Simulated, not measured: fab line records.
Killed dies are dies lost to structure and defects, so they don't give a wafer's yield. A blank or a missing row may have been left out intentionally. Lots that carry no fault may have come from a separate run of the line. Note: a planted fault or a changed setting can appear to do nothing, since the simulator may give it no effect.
Chamber matching | flow nand-harc | NHARC_A_CHANNEL_FILL_D2_ALD_02 on ald-hk-04: 4 sister chambers
The step deposits SiO2, target thk 6 nm, pulse time 10 s, ald cycles 60. 4 wafers are shown with their chamber, then 8 later ones without.

WAFERS WITH THEIR CHAMBER
wafer  | chamber | heater-power-w (W)
L081.1 | 1       | 392
L084.5 | 2       | 458
L088.3 | 3       | 412
L092.3 | 0       | 538

WAFERS MISSING THEIR CHAMBER
wafer  | heater-power-w (W)
L092.4 | 482
L092.5 | 484
L093.1 | 521
L093.2 | 372
L093.3 | 486
L097.3 | 413
L097.5 | 530
L097.6 | 417

THE CHAMBER EACH PASSED THROUGH
wafer  | from the rows above          | in truth
L092.4 | can't be placed: 2 or 0      | 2
L092.5 | can't be placed: 2 or 0      | 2
L093.1 | 0                            | 0
L093.2 | can't be placed: 1 or 3      | 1
L093.3 | can't be placed: 2 or 0      | 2
L097.3 | can't be placed: 3 or 1      | 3
L097.5 | 0                            | 0
L097.6 | can't be placed: 3 or 1 or 2 | 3
Placed correctly: 2 of 8. Unplaceable from these rows: 6, with the true chamber sitting among the candidates in 6. 0 placed wrongly.
How it was worked out, from the rows above alone: a wafer's distance from a chamber is the root of the sum, over the readings, of the square of ((its reading less the chamber's mean) divided by the reading's scatter). The wafer belongs to the nearest chamber; if the next one is less than 2 further off, it can't be placed. The mean given for a chamber averages the wafers shown for that chamber. The scatter: root of mean squared gap, hidden wafer to nearest shown wafer, with one shown wafer a chamber.
